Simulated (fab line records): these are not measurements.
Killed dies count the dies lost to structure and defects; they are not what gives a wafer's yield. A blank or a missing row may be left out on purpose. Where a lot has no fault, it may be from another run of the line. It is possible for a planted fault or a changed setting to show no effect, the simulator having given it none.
Chamber matching	flow n5 finfet	rie diel-04 running N5_DUMMY_GATE_HM_OPEN_21: 4 sister chambers
The step chemistry CH3F/O2, target SiNx, target depth 120 nm, time 171.4 s. 22 wafers are shown with their chamber, then 10 later ones without.

== EACH WAFER AND ITS CHAMBER ==
wafer	chamber	showerhead plenum p Torr (Torr)	drypump motor current A (A)	throttle valve pct (%)
L076.3	0	1.94	4.7	16.62
L076.4	1	2.01	6.1	16.71
L076.6	2	2.10	5.8	16.10
L078.1	3	2.01	5.9	16.91
L078.3	0	1.94	4.7	16.63
L078.6	3	2.01	6.0	16.92
L080.1	3	2.01	5.9	16.91
L080.2	2	2.10	5.8	16.11
L080.4	1	2.01	6.1	16.72
L084.3	3	2.01	5.9	16.94
L084.4	1	2.01	6.1	16.74
L084.6	2	2.10	5.8	16.12
L085.2	2	2.09	5.7	16.13
L085.4	0	1.94	4.7	16.65
L085.5	2	2.09	5.8	16.12
L086.2	1	2.00	6.1	16.76
L086.3	2	2.09	5.7	16.13
L086.5	3	2.01	6.0	16.94
L087.3	1	2.00	6.1	16.76
L087.4	0	1.94	4.7	16.66
L087.5	2	2.09	5.7	16.13
L088.1	0	1.94	4.7	16.65

SIGNATURES (means of the wafers above)
reading	chamber 0	chamber 1	chamber 2	chamber 3	scatter within a chamber
showerhead plenum p Torr	1.9400	2.0060	2.0943	2.0100	0.00402
drypump motor current A	4.700	6.100	5.757	5.940	0.0402
throttle valve pct	16.6420	16.7380	16.1200	16.9240	0.0165
Rule: a wafer's distance from a chamber is the root of the sum, over the readings, of the square of ((its reading less the chamber's mean) divided by the reading's scatter). The wafer belongs to the nearest chamber; if the next one is less than 2 further off, it can't be placed. The scatter is the square root of a quotient: the sum, over the shown wafers, of each reading's squared deviation from its chamber's mean, divided by wafers minus chambers.

== WAFERS MISSING THEIR CHAMBER ==
wafer	showerhead plenum p Torr (Torr)	drypump motor current A (A)	throttle valve pct (%)
L088.3	2.09	5.7	16.15
L088.5	2.00	6.1	16.73
L092.1	2.00	5.9	16.92
L092.3	2.09	5.7	16.17
L092.4	1.93	4.7	16.69
L095.2	2.09	5.8	16.18
L095.3	1.93	4.7	16.70
L095.5	1.93	4.7	16.68
L096.4	1.93	4.7	16.70
L096.5	1.93	4.7	16.70

== WHICH CHAMBER EACH WENT THROUGH ==
wafer	from the rows above	in truth
L088.3	2	2
L088.5	1	1
L092.1	3	3
L092.3	2	2
L092.4	0	0
L095.2	2	2
L095.3	0	0
L095.5	0	0
L096.4	0	0
L096.5	0	0
10 of 10 placed correctly. Left unplaced by these rows: 0. 0 placed wrongly.
